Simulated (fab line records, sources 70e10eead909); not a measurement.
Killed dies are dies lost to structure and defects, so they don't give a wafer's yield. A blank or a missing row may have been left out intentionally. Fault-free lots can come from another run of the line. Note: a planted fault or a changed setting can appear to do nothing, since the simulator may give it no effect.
Chamber matching ; flow nand-harc ; 4 sister chambers for NHARC_P_M1_CMP_23 on cmp-02
The step polishes, t overpolish 20 s, target thk 157.82 nm. 4 wafers are shown with their chamber, then 7 later ones without.

== WAFERS, EACH WITH ITS CHAMBER ==
wafer;chamber;motor-current-A (A)
L400.6;1;12.7
L405.4;0;14.2
L407.4;2;15.0
L407.5;3;10.4

== WAFERS WITH NO CHAMBER GIVEN ==
wafer;motor-current-A (A)
L407.6;13.4
L408.2;11.9
L408.3;14.9
L408.4;10.2
L410.4;13.1
L410.5;10.7
L410.6;15.1

== WHICH CHAMBER EACH WENT THROUGH ==
wafer;from the rows above;in truth
L407.6;can't be placed: 1 or 0 or 2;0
L408.2;can't be placed: 1 or 3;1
L408.3;can't be placed: 2 or 0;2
L408.4;3;3
L410.4;can't be placed: 1 or 0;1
L410.5;3;3
L410.6;can't be placed: 2 or 0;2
Placed correctly: 2 of 7. From these rows, 5 cannot be placed; in 5 the true chamber is one of the candidates. Number placed wrongly: 0.
How it was worked out, from the rows above alone: a wafer's distance from a chamber is the root of the sum, over the readings, of the square of ((its reading less the chamber's mean) divided by the reading's scatter). If the next closest chamber is less than 2 further off than the closest, the wafer can't be placed; otherwise it belongs to the closest. A chamber's mean is the mean of its shown wafers. The scatter: root of mean squared gap, hidden wafer to nearest shown wafer, with one shown wafer a chamber.
